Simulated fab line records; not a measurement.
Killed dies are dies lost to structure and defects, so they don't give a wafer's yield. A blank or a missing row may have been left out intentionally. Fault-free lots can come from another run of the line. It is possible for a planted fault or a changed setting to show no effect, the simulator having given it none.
Which tool was responsible?    flow n5Finfet    10 lots (30 wafers sampled), 1 step of a 1938-step route

## WHAT THE GAUGES SHOWED, per wafer
N5_BEOL_M4_RC_MEAS_101.
lot   measured      on         DIBL_N (mV/V)   DIBL_P (mV/V)   IOFF_N (nA/um)  IOFF_P (nA/um)  ION_N (uA/um)  ION_P (uA/um)  SS_N (mV/dec)   SS_P (mV/dec)   VT_N (mV)          VT_P (mV)
L257  day 9 01:41   prober-02  37.2 34.4 36.1  37.9 34.7 36.9  0.19 0.15 0.16  0.27 0.20 0.24  674 675 679    466 464 473    71.7 72.2 72.1  73.9 72.8 74.3  244.5 250.0 250.0  -245 -248 -245
L260  day 9 10:14   prober-02  36.0 37.9 35.0  36.5 39.2 35.4  0.17 0.21 0.15  0.24 0.29 0.21  691 684 684    468 471 469    71.0 71.7 70.8  73.2 74.4 73.2  248.1 245.2 249.1  -247 -246 -249
L265  day 10 19:17  prober-01  35.6 38.3 34.8  35.8 37.0 34.9  0.15 0.19 0.14  0.20 0.23 0.19  675 691 678    466 470 464    71.2 71.7 70.5  73.9 73.9 72.2  249.1 249.9 250.8  -251 -249 -254
L266  day 10 19:43  prober-02  35.7 38.2 34.0  37.0 41.7 35.3  0.14 0.21 0.13  0.18 0.25 0.17  663 690 665    455 469 462    72.0 71.6 70.7  73.9 75.1 73.4  250.1 245.4 251.2  -254 -252 -255
L267  day 11 00:59  prober-01  38.3 37.0 35.7  38.8 36.4 34.3  0.17 0.16 0.14  0.24 0.21 0.17  671 691 672    463 468 457    71.8 71.1 71.4  75.1 73.4 72.9  250.1 248.5 251.5  -246 -252 -251
L268  day 11 19:04  prober-02  39.2 37.0 38.2  40.1 38.1 39.8  0.20 0.16 0.20  0.23 0.19 0.23  673 679 686    452 458 465    72.7 71.3 72.0  74.4 74.2 74.5  249.5 249.1 248.2  -252 -253 -250
L271  day 12 17:54  prober-02  38.3 40.4 36.9  39.1 40.5 39.4  0.20 0.23 0.18  0.21 0.25 0.22  682 686 683    458 463 467    72.4 72.7 71.5  73.3 74.5 73.8  247.9 246.6 246.6  -251 -248 -250
L276  day 14 01:49  prober-02  35.7 35.8 37.6  35.8 34.0 37.0  0.15 0.15 0.17  0.21 0.19 0.22  669 673 674    465 461 468    71.6 72.0 72.0  73.1 72.5 73.2  250.2 251.8 251.1  -251 -252 -249
L278  day 14 10:52  prober-02  39.5 40.7 37.4  39.0 38.9 35.8  0.18 0.21 0.16  0.24 0.24 0.20  664 678 680    463 461 461    71.9 73.2 71.3  73.9 74.5 73.8  249.3 247.9 250.8  -248 -247 -250
L279  day 14 13:47  prober-02  40.8 35.2 37.1  40.8 34.0 36.9  0.27 0.13 0.18  0.34 0.20 0.25  703 677 679    477 463 467    73.1 72.0 71.7  74.0 72.0 73.6  242.1 251.3 248.0  -241 -248 -244

## EACH LOT AND THE TOOL THAT RAN IT (in order: tool; ch and the chambers of the sampled wafers; start)
The record shows no process step preceding these readings.

## AS READ BY THE TOOLS THEMSELVES (means over the sampled wafers that have a number; for cases with no such wafer, the mark the record gives instead)
The record holds no such reading with a usual standard deviation.

## THE ANSWER, worked out from the rows above alone
Rule: the lots themselves supply what counts as usual. The widest of any qualifying gaps counts: lots, ordered by their means at a reading, are off when they make up no more than a third of the lots, leave a main group of 4 or more, and stand apart from it by 3 or more times the standard deviation of that group's means. The tables above print the reading to a certain number of digits; a main group whose means all agree to those digits is not used. A lot without any number at a reading at which 4 lots or more have one is off too. Any other lot the step has rows for is counted as sound. Order of review: gauges by route order, followed by the tools' own readings, for which a lot's mean as printed above is used. The first step at which some lot is off is used, and at that step the reading that is off furthest; a lot without a number counts as furthest.
No lot is off on any of the readings shown, so nothing can be concluded from this.

## WHAT THE SIMULATOR PUT IN
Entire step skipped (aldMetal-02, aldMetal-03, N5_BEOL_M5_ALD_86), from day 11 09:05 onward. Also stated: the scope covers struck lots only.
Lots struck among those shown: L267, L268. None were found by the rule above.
